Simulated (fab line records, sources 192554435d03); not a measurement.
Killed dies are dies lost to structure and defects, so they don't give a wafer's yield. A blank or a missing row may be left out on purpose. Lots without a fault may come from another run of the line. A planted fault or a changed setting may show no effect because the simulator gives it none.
Which tool did it? | flow n5_finfet | 11 lots, 31 wafers sampled, at 6 steps of a route of 1938

WHAT THE GAUGES READ, wafer by wafer
The record holds no reading of a measuring or inspecting step that can be judged against a usual standard deviation.

WHICH TOOL RAN EACH LOT (tool, then ch and the chambers of the sampled wafers, then the start)
lot  | N5_FIN_SAQP_SPACER1_ETCHBACK_25   | N5_FIN_SAQP_MANDREL_ETCH_58     | N5_FIN_SAQP_RECESS_71             | N5_FIN_SAQP_MANDREL2_REMOVE_60  | N5_FIN_SAQP_HM_OPEN_33            | N5_PASSIVATION_PROBE_49
L947 | rie_diel-06 ch 0,1,3, day 2 01:19 | rie_si-05 ch 0,2, day 2 01:43   | vapor_etch-01 ch 0,1, day 2 02:30 | rie_si-01 ch 0,1, day 2 03:04   | rie_diel-06 ch 1,3, day 2 03:19   | prober-02, day 13 00:06
L950 | rie_diel-01 ch 0,2,3, day 2 19:03 | rie_si-05 ch 0,1,3, day 2 19:31 | vapor_etch-02 ch 0,1, day 2 20:22 | rie_si-04 ch 0,1,2, day 2 20:55 | rie_diel-06 ch 0,1,2, day 2 21:08 | -
L951 | rie_diel-01 ch 1,2,3, day 3 00:57 | rie_si-04 ch 0,2,3, day 3 01:20 | vapor_etch-01 ch 0,1, day 3 02:02 | rie_si-05 ch 1,2,3, day 3 02:43 | rie_diel-03 ch 1,3, day 3 02:52   | -
L954 | rie_diel-03 ch 0,1, day 3 17:33   | rie_si-04 ch 0,2, day 3 17:56   | vapor_etch-01 ch 0,1, day 3 18:38 | rie_si-01 ch 2,3, day 3 20:42   | rie_diel-06 ch 0,2, day 3 20:54   | -
L956 | rie_diel-03 ch 0,2, day 4 05:32   | rie_si-01 ch 0,1, day 4 05:55   | vapor_etch-01 ch 0,1, day 4 06:38 | rie_si-04 ch 0,2, day 4 07:11   | rie_diel-01 ch 0,1, day 4 07:22   | -
L959 | rie_diel-01 ch 0,1, day 5 01:46   | rie_si-01 ch 2,3, day 5 02:08   | vapor_etch-01 ch 0,1, day 5 02:53 | rie_si-04 ch 0,1, day 5 03:33   | rie_diel-03 ch 0,2,3, day 5 03:48 | prober-01, day 16 04:16
L964 | rie_diel-06 ch 1,2, day 6 06:29   | rie_si-04 ch 0,3, day 6 06:53   | vapor_etch-01 ch 0,1, day 6 07:34 | rie_si-05 ch 1,2, day 6 08:07   | rie_diel-06 ch 0,2, day 6 08:19   | -
L967 | rie_diel-03 ch 0,1, day 7 01:35   | rie_si-04 ch 1,2,3, day 7 02:02 | vapor_etch-01 ch 0,1, day 7 02:48 | rie_si-05 ch 0,1, day 7 03:28   | rie_diel-03 ch 1,2, day 7 03:59   | -
L968 | rie_diel-01 ch 0,2,3, day 7 08:14 | rie_si-04 ch 0,2,3, day 7 08:38 | vapor_etch-01 ch 0,1, day 7 09:19 | rie_si-05 ch 0,2,3, day 7 09:52 | rie_diel-06 ch 1,2,3, day 7 10:02 | -
L969 | rie_diel-01 ch 1,2, day 7 13:13   | rie_si-04 ch 0,1,3, day 7 13:38 | vapor_etch-02 ch 0,1, day 7 14:20 | rie_si-01 ch 0,1, day 7 14:51   | rie_diel-06 ch 0,1, day 7 15:01   | prober-02, day 19 16:04
L970 | rie_diel-06 ch 0,1,3, day 7 18:43 | rie_si-01 ch 0,1, day 7 19:06   | vapor_etch-02 ch 0,1, day 7 19:47 | rie_si-05 ch 0,2, day 7 20:21   | rie_diel-06 ch 0,1, day 7 20:31   | -
- N5_FIN_SAQP_SPACER1_ETCHBACK_25: etches SiO2 in CHF3/O2, target depth 24.4 nm, time 12.2 s.
- N5_FIN_SAQP_MANDREL_ETCH_58: etches a-Si in HBr/Cl2, stops on SiNx, target depth 45 nm, bt time 10 s, time 27 s.
- N5_FIN_SAQP_RECESS_71: chemistry HF/NH3, target SiO2, target depth 3 nm, afs cycles 1, sublimation time 60 s.
- N5_FIN_SAQP_MANDREL2_REMOVE_60: chemistry HBr/Cl2/O2, target a-Si, stops on SiNx, bt time 10 s.
- N5_FIN_SAQP_HM_OPEN_33: chemistry CH3F/O2, target SiNx, target depth 49.4 nm, time 70.6 s.
- N5_PASSIVATION_PROBE_49

WHAT THE TOOLS THEMSELVES READ (means of the sampled wafers that have a number; where no wafer has one, the mark that the record gives instead)
N5_FIN_SAQP_SPACER1_ETCHBACK_25.
lot  | tool        | drypump_motor_current_A (A) | oes_product_au (a.u.) | rf_vpp_V (V) | showerhead_plenum_p_Torr (Torr) | throttle_valve_pct (%)
L947 | rie_diel-06 | 5.8                         | 0.75                  | 521          | 2.52                            | 19.15
L950 | rie_diel-01 | 6.3                         | 0.75                  | 530          | 2.47                            | 19.15
L951 | rie_diel-01 | 6.1                         | 0.72                  | 530          | 2.41                            | 19.16
L954 | rie_diel-03 | 5.7                         | 0.82                  | 510          | 2.45                            | 19.10
L956 | rie_diel-03 | 5.8                         | 0.74                  | 511          | 2.42                            | 18.91
L959 | rie_diel-01 | 6.1                         | 0.75                  | 527          | 2.39                            | 18.90
L964 | rie_diel-06 | 6.0                         | 0.73                  | 522          | 2.44                            | 19.00
L967 | rie_diel-03 | 5.7                         | 0.79                  | 510          | 2.44                            | 19.13
L968 | rie_diel-01 | 6.3                         | 0.81                  | 530          | 2.45                            | 19.06
L969 | rie_diel-01 | 6.1                         | 0.85                  | 525          | 2.42                            | 18.96
L970 | rie_diel-06 | 5.8                         | 0.78                  | 520          | 2.50                            | 19.05

N5_FIN_SAQP_MANDREL_ETCH_58.
lot  | tool      | drypump_motor_current_A (A) | oes_product_au (a.u.) | throttle_valve_pct (%)
L947 | rie_si-05 | 5.1                         | 0.695                 | 35.5
L950 | rie_si-05 | 6.1                         | 0.692                 | 35.7
L951 | rie_si-04 | 5.7                         | 0.690                 | 35.5
L954 | rie_si-04 | 5.6                         | 0.691                 | 35.3
L956 | rie_si-01 | 5.2                         | 0.684                 | 35.6
L959 | rie_si-01 | 5.5                         | 0.695                 | 35.3
L964 | rie_si-04 | 6.0                         | 0.696                 | 35.5
L967 | rie_si-04 | 5.6                         | 0.696                 | 35.6
L968 | rie_si-04 | 5.8                         | 0.690                 | 35.5
L969 | rie_si-04 | 5.8                         | 0.696                 | 35.6
L970 | rie_si-01 | 5.4                         | 0.688                 | 35.5

N5_FIN_SAQP_RECESS_71.
lot  | tool          | drypump_motor_current_A (A)
L947 | vapor_etch-01 | 6.2
L950 | vapor_etch-02 | 6.3
L951 | vapor_etch-01 | 6.2
L954 | vapor_etch-01 | 5.9
L956 | vapor_etch-01 | 6.0
L959 | vapor_etch-01 | 5.9
L964 | vapor_etch-01 | 6.0
L967 | vapor_etch-01 | 6.2
L968 | vapor_etch-01 | 5.9
L969 | vapor_etch-02 | 6.3
L970 | vapor_etch-02 | 6.3

N5_FIN_SAQP_MANDREL2_REMOVE_60.
lot  | tool      | drypump_motor_current_A (A) | oes_product_au (a.u.) | throttle_valve_pct (%)
L947 | rie_si-01 | 5.1                         | 0.985                 | 37.0
L950 | rie_si-04 | 5.6                         | 0.984                 | 36.6
L951 | rie_si-05 | 6.1                         | 1.007                 | 36.9
L954 | rie_si-01 | 5.5                         | 1.017                 | 36.5
L956 | rie_si-04 | 5.7                         | 0.985                 | 36.4
L959 | rie_si-04 | 5.9                         | 0.984                 | 36.5
L964 | rie_si-05 | 5.9                         | 1.002                 | 36.5
L967 | rie_si-05 | 5.6                         | 0.999                 | 36.5
L968 | rie_si-05 | 5.6                         | 0.999                 | 36.9
L969 | rie_si-01 | 5.1                         | 0.972                 | 37.0
L970 | rie_si-05 | 5.1                         | 0.990                 | 36.7

N5_FIN_SAQP_HM_OPEN_33.
lot  | tool        | drypump_motor_current_A (A) | etch_rf_on_time_s (s) | oes_product_au (a.u.) | rf_vpp_V (V) | showerhead_plenum_p_Torr (Torr) | throttle_valve_pct (%)
L947 | rie_diel-06 | 6.1                         | 71.7                  | 0.61                  | 301          | 2.08                            | 16.66
L950 | rie_diel-06 | 5.9                         | 70.7                  | 0.67                  | 291          | 2.06                            | 16.36
L951 | rie_diel-03 | 5.8                         | 69.8                  | 0.75                  | 295          | 2.01                            | 16.24
L954 | rie_diel-06 | 5.5                         | 69.3                  | 0.67                  | 286          | 2.03                            | 16.25
L956 | rie_diel-01 | 6.2                         | 71.7                  | 0.66                  | 300          | 2.01                            | 16.35
L959 | rie_diel-03 | 5.9                         | 72.1                  | 0.67                  | 293          | 1.99                            | 16.21
L964 | rie_diel-06 | 5.6                         | 70.1                  | 0.66                  | 286          | 2.05                            | 16.31
L967 | rie_diel-03 | 5.4                         | 65.4                  | 0.68                  | 297          | 2.01                            | 16.34
L968 | rie_diel-06 | 5.7                         | 65.3                  | 0.66                  | 296          | 2.03                            | 16.43
L969 | rie_diel-06 | 6.0                         | 58.8                  | 0.65                  | 290          | 2.09                            | 16.46
L970 | rie_diel-06 | 6.2                         | 69.9                  | 0.63                  | 297          | 2.08                            | 16.57

N5_PASSIVATION_PROBE_49.
lot  | tool      | killed_at_M0_to_M3 | killed_at_M4_up | killed_at_contacts | killed_at_front_end | killed_at_other | killed_dies | killed_open | killed_short
L947 | prober-02 | 36                 | 16              | 5                  | 37                  | 2               | 96          | 63          | 31
L959 | prober-01 | 49                 | 20              | 10                 | 53                  | 3               | 134         | 90          | 42
L969 | prober-02 | 21                 | 16              | 3                  | 40                  | 15              | 95          | 61          | 32

THE ANSWER, worked out from the rows above alone
Rule: what is usual is taken from the lots themselves. Put in order of their means at a reading, lots are off if they are a third of the lots or fewer, leave a main group of 4 or more, and stand apart from it by a gap of 3 or more times the standard deviation of the main group's means; of several such gaps the widest counts. A main group whose means are all the same, to the digits that the tables above print for the reading, isn't used. A lot without any number at a reading at which 4 lots or more have one is off too. The other lots that the step has rows for count as sound. The gauges are gone through in route order, then the tools' own readings, and for those a lot's mean is taken as printed above. The first step at which some lot is off is used, and at that step the reading that is off furthest; a lot without a number counts as furthest.
Off: L967, L968, L969, at N5_FIN_SAQP_HM_OPEN_33 (etch_rf_on_time_s). The main group: mean 70.7 s, standard deviation 0.98.
A tool fits if, at that step or a process step before it, it ran every lot that is off, and no sound lot after the first of them. One fits: rie_si-04 at N5_FIN_SAQP_MANDREL_ETCH_58. Its last sound lot is L964 (day 6 06:53), its first lot that is off L967 (day 7 02:02): a fault that began between those two fits.

WHAT THE SIMULATOR HAD PUT IN
Process parameter drift: rie_si-04, from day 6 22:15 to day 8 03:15, at N5_FIN_SAQP_MANDREL_ETCH_58. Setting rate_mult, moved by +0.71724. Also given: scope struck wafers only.
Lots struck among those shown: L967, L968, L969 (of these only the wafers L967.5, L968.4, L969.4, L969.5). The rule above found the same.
